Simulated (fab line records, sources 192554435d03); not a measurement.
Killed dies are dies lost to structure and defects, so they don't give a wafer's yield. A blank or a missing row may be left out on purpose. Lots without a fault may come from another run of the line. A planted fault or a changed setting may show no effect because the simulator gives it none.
A struck lot beside a sound one | flow n5_finfet | 41 steps out of a route of 1938
Sound: wafers L851.1, L851.2, L851.5. Struck: wafers L863.1, L863.3, L863.4. The cause comes at the end.
At each step with rows: each side's tool, then ch and its chambers, then its first start. Under that, the readings that differ: sound wafers | struck wafers | difference of the means | sigmas: that difference in standard deviations of wafers without a fault.
alike: readings whose means differ by less than 2 such deviations, and words and numbers that are the same on both sides. not compared: withheld readings, readings that some wafer has no value for, bounds like >300 that may hide the same value, and numbers for which the record gives no deviation and whose values overlap.
The two part at a step that has a row with sigmas, a row that says differs or no value, or rows on one side only. Numbers that don't overlap but have no deviation are shown without sigmas and don't part them. A reading that every wafer of one side lacks parts them only if that side has two wafers or more.

first, 4 steps without rows for these wafers: N5_BEOL_M3_ANNEAL_82 (time 240 s); N5_BEOL_M3_SPUTTER_86 (material Cu, target thk 4.5 nm, time 8.29 s); N5_BEOL_M3_ANNEAL_87 (time 240 s); N5_BEOL_M3_SPUTTER_88 (material Cu, target thk 4.5 nm, time 8.29 s).
N5_BEOL_M3_ANNEAL_89: time 240 s.
  sound on pvd_sputter-02, day 7 08:04; struck on pvd_sputter-01, day 10 18:44
  alike: heater_power_w
then, 6 steps without rows for these wafers: N5_BEOL_M3_SPUTTER_90 (material Cu, target thk 4.5 nm, time 8.29 s); N5_BEOL_M3_ANNEAL_91 (time 240 s); N5_BEOL_M3_SPUTTER_92 (material Cu, target thk 4.5 nm, time 8.29 s); N5_BEOL_M3_ANNEAL_93 (time 240 s); N5_BEOL_M3_SPUTTER_94 (material Cu, target thk 4.5 nm, time 8.29 s); N5_BEOL_M3_ANNEAL_95 (time 240 s).
N5_BEOL_M3_SPUTTER_96: material Cu, target thk 4.5 nm, time 8.29 s.
  sound on pvd_sputter-02, day 7 08:52; struck on pvd_sputter-01, day 10 19:32
  alike: substrate_temp_c, throttle_valve_pct
N5_BEOL_M3_ECD_50: material Cu, target thk 300 nm.
  sound on ecd_cu-02 ch 0,1, day 7 08:59; struck on ecd_cu-01 ch 0,1, day 10 19:38
N5_BEOL_M3_ANNEAL_51: time 90 s.
  sound on rtp_anneal-02 ch 0, day 7 09:07; struck on rtp_anneal-02 ch 0, day 10 19:43
  alike: wafer_temp_C_max
then, 1 step without rows for these wafers: N5_BEOL_M3_CMP_52 (polishes, stops on SiOC, t overpolish 6.8 s, target thk 40 nm).
N5_BEOL_M3_THK_MEAS_53: measures by xrf.
  sound on film_metro-02, day 7 09:43; struck on film_metro-02, day 10 20:19
  alike: M3_THK
then, 4 steps without rows for these wafers: N5_BEOL_M3_PRE_CLEAN_60 (time 15 s); N5_BEOL_M3_CO_CAP_55 (material Co, precursor CCTBA/H2, target thk 2 nm, time 102.1 s); N5_BEOL_M3_PRE_CLEAN_56 (time 15 s); N5_BEOL_M3_DEP_57 (deposits SiCN from 3MS/NH3, target thk 8 nm, time 14 s).
N5_BEOL_M3_RS_MEAS_58: measures by four-point-probe.
  sound on film_metro-02, day 7 09:58; struck on film_metro-01, day 10 20:34
  alike: M3_RS
then, 1 step without rows for these wafers: N5_BEOL_M4_ILD_DEP_00 (deposits SiOC from DEMS/O2, target thk 79 nm, time 15.3 s).
N5_BEOL_M4_THK_MEAS_01:
  sound on film_metro-02, day 7 10:07; struck on film_metro-01, day 10 20:42
  alike: M4_ILD_THK
then, 1 step without rows for these wafers: N5_BEOL_M4_PECVD_72 (deposits SiO2 from TEOS/O2, target thk 16 nm, time 18 s).
N5_BEOL_M4_HM_DEP_02: deposits TiN, target thk 20 nm.
  sound on pvd_sputter-03, day 7 10:36; struck on pvd_sputter-03, day 10 21:44
  alike: substrate_temp_c, throttle_valve_pct
then, 9 steps without rows for these wafers: N5_BEOL_M4_COAT_61 (time 60 s, resist thk 60 nm); N5_BEOL_M4_COAT_62 (time 60 s, resist thk 12 nm); N5_BEOL_M4_COAT_73 (time 60 s, resist thk 5 nm); N5_BEOL_M4_COAT_05 (resist thk 30 nm); N5_BEOL_M4_EBR_07; N5_BEOL_M4_SOFTBAKE_06 (time 60 s); N5_BEOL_M4_EXPOSE_08 (exposes mask M4); N5_BEOL_M4_PEB_09 (peb time 60 s); N5_BEOL_M4_DEVELOP_10 (develop time 30 s).
N5_BEOL_M4_CD_MEAS_11: target cd 16.79 nm.
  sound on cd_sem-02 ch 0, day 7 11:07; struck on cd_sem-01 ch 0, day 10 22:16
  alike: cd_nm
N5_BEOL_M4_OVL_MEAS_12:
  sound on overlay-02 ch 0, day 7 11:09; struck on overlay-02 ch 0, day 10 22:17
  alike: M4_OVL
then, 2 steps without rows for these wafers: N5_BEOL_M4_DESCUM_16 (chemistry O2, time 7 s); N5_BEOL_M4_ETCH_74 (etches underlayer in N2/H2, target depth 6.5 nm, time 5.2 s).
N5_BEOL_M4_ETCH_63: etches SiARC in CF4, target depth 15.6 nm, time 26 s.
  sound on rie_diel-04 ch 1,2,3, day 7 11:17; struck on rie_diel-06 ch 0,1,2, day 10 22:34
  alike: drypump_motor_current_A, etch_rf_on_time_s, oes_product_au, rf_vpp_V, showerhead_plenum_p_Torr, throttle_valve_pct
  not compared: rf_hours_counter_h
then, 1 step without rows for these wafers: N5_BEOL_M4_ETCH_64 (etches SOC in N2/H2, target depth 75 nm, overetch 22.5 nm, time 121.9 s).
-- the record jumps here: 5 days lie between the struck wafers' starts before and after (it left off in module BEOL_M4 and takes up again in module PASSIVATION, whose first step shown is number 1936 of the route) --
N5_PASSIVATION_PROBE_49:
  the record has rows for the struck wafers here (prober-01, day 16 07:34) and none for the sound ones

WHERE THEY PART
Only at N5_PASSIVATION_PROBE_49, within this record.

WHY: what the simulator had put in
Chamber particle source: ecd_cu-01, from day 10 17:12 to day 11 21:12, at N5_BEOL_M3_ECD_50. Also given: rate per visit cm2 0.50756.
